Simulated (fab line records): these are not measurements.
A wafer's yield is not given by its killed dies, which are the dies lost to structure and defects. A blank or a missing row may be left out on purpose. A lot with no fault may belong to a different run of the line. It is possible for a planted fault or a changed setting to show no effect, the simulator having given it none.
The tool behind it: which one?    flow n5-finfet    33 wafers from 11 lots sampled at 3 of the route's 1938 steps

WHAT THE GAUGES SHOWED, per wafer
N5_BEOL_M8_CD_MEAS_18: pitch 80 nm, target cd 40 nm.
lot   measured      on         cd-nm (nm)
L818  day 10 03:51  cd-sem-01  39.1 39.2 38.7
L819  day 10 18:28  cd-sem-02  39.7 40.1 40.1
L829  day 12 23:29  cd-sem-01  39.8 39.8 40.0
L832  day 15 06:34  cd-sem-03  39.0 39.5 39.6
L834  day 15 12:26  cd-sem-02  40.2 39.6 40.3
L837  day 16 02:35  cd-sem-03  40.8 40.3 40.1
L836  day 16 07:28  cd-sem-02  39.3 39.9 40.1
L838  day 16 11:17  cd-sem-01  40.2 40.3 39.4
L835  day 16 11:21  cd-sem-02  38.3 38.5 39.5
L841  day 17 00:56  cd-sem-03  39.7 39.5 39.6
L839  day 17 01:22  cd-sem-01  40.5 40.5 39.6

N5_BEOL_M8_OVL_MEAS_29.
lot   measured      on          V7_OVL (nm)
L818  day 10 08:53  overlay-01  -0.1 -1.0 0.2
L819  day 10 23:25  overlay-02  -0.6 -0.3 -0.8
L829  day 13 01:07  overlay-02  0.7 1.3 0.8
L832  day 15 07:02  overlay-02  0.4 1.5 0.7
L834  day 15 13:43  overlay-01  0.5 1.0 0.7
L837  day 16 05:22  overlay-01  0.2 0.4 1.1
L836  day 16 07:55  overlay-01  0.1 0.1 0.5
L838  day 16 12:50  overlay-01  0.8 0.7 0.5
L835  day 16 12:37  overlay-01  1.2 0.8 0.9
L841  day 17 01:18  overlay-01  0.1 1.6 1.7
L839  day 17 01:43  overlay-02  -0.4 -1.0 -1.4

WHAT TOOL EACH LOT RAN ON (gives the tool, then ch and the chambers of the sampled wafers, and finally the start)
lot   N5_BEOL_M8_HM_OPEN_17
L818  rie-metal-03 ch 0, day 10 03:40
L819  rie-metal-01 ch 0,1, day 10 18:16
L829  rie-metal-02 ch 0,1, day 12 23:18
L832  rie-metal-02 ch 0,1, day 15 06:23
L834  rie-metal-01 ch 0, day 15 12:15
L837  rie-metal-01 ch 0,1, day 16 02:23
L836  rie-metal-03 ch 0,1, day 16 07:17
L838  rie-metal-03 ch 0,1, day 16 11:07
L835  rie-metal-02 ch 1, day 16 11:10
L841  rie-metal-03 ch 0,1, day 17 00:44
L839  rie-metal-02 ch 0,1, day 17 01:13
- N5_BEOL_M8_HM_OPEN_17: chemistry Cl2/BCl3, target TiN, target depth 20 nm, overetch 6 nm.

WHAT THE TOOLS THEMSELVES READ (means of the sampled wafers that have a number; where no wafer has one, the mark that the record gives instead)
N5_BEOL_M8_HM_OPEN_17.
lot   tool          drypump-motor-current-A (A)  oes-product-au (a.u.)  throttle-valve-pct (%)
L818  rie-metal-03  5.80                         0.79                   22.35
L819  rie-metal-01  5.93                         0.67                   21.81
L829  rie-metal-02  6.03                         0.65                   22.21
L832  rie-metal-02  6.02                         0.64                   22.22
L834  rie-metal-01  6.04                         0.82                   21.70
L837  rie-metal-01  5.98                         0.77                   21.75
L836  rie-metal-03  5.88                         0.73                   22.04
L838  rie-metal-03  5.89                         0.73                   22.02
L835  rie-metal-02  5.81                         0.63                   21.87
L841  rie-metal-03  5.90                         0.72                   22.03
L839  rie-metal-02  6.03                         0.64                   22.21

THE ANSWER, worked out from the rows above alone
Rule: the usual values come from the lots themselves. Put in order of their means at a reading, lots are off if they are a third of the lots or fewer, leave a main group of 4 or more, and stand apart from it by a gap of 3 or more times the standard deviation of the main group's means; of several such gaps the widest counts. If all means in a main group match to the digits the tables above print for the reading, that group is not used. A lot without any number at a reading at which 4 lots or more have one is off too. Where the step has rows for the other lots, those lots are counted as sound. First the gauges in route order, then the tools' own readings, where a lot's mean is used as printed above. At the first step where some lot is off, the reading lying furthest off is the one used; lots without a number count as furthest.
Nothing can be told from this: no lot is off at any reading shown.

WHAT THE SIMULATOR PUT IN
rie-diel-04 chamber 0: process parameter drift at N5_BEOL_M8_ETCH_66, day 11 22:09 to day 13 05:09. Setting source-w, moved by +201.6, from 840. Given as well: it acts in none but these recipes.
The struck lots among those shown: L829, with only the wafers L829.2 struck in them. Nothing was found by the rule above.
